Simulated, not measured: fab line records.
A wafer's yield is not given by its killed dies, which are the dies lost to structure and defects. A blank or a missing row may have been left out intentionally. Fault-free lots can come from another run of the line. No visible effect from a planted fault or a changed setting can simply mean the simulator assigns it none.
Matching of chambers | flow nand-harc | NHARC_P_CONTACT_DEP_30 on pecvd-01 has 3 sister chambers
The step deposits SiNx, target thk 30 nm. 3 wafers are shown with their chamber, then 10 later ones without.

## WAFERS, EACH WITH ITS CHAMBER
wafer  | chamber | heater-power-w (W)
L085.3 | 1       | 781
L089.1 | 0       | 776
L089.3 | 2       | 686

## WAFERS WHOSE CHAMBER IS MISSING
wafer  | heater-power-w (W)
L089.4 | 768
L091.4 | 759
L091.5 | 769
L091.6 | 620
L090.3 | 741
L090.5 | 730
L090.6 | 688
L094.4 | 712
L094.5 | 610
L094.6 | 730

## EACH ONE'S CHAMBER
wafer  | from the rows above          | in truth
L089.4 | can't be placed: 0 or 1 or 2 | 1
L091.4 | can't be placed: 0 or 1 or 2 | 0
L091.5 | can't be placed: 0 or 1 or 2 | 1
L091.6 | 2                            | 2
L090.3 | can't be placed: 0 or 1 or 2 | 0
L090.5 | can't be placed: 2 or 0 or 1 | 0
L090.6 | 2                            | 2
L094.4 | can't be placed: 2 or 0 or 1 | 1
L094.5 | 2                            | 2
L094.6 | can't be placed: 2 or 0 or 1 | 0
Correctly placed: 3 of 10. Unplaceable from these rows: 7, with the true chamber sitting among the candidates in 7. Placed wrongly: 0.
How it was worked out, from the rows above alone: a wafer's distance from a chamber is the root of the sum, over the readings, of the square of ((its reading less the chamber's mean) divided by the reading's scatter). The wafer belongs to the nearest chamber; if the next one is less than 2 further off, it can't be placed. A chamber's mean is the mean of its shown wafers. The scatter: with one shown wafer a chamber, the root of the mean of the squares of how far each hidden wafer lies from its nearest shown one.
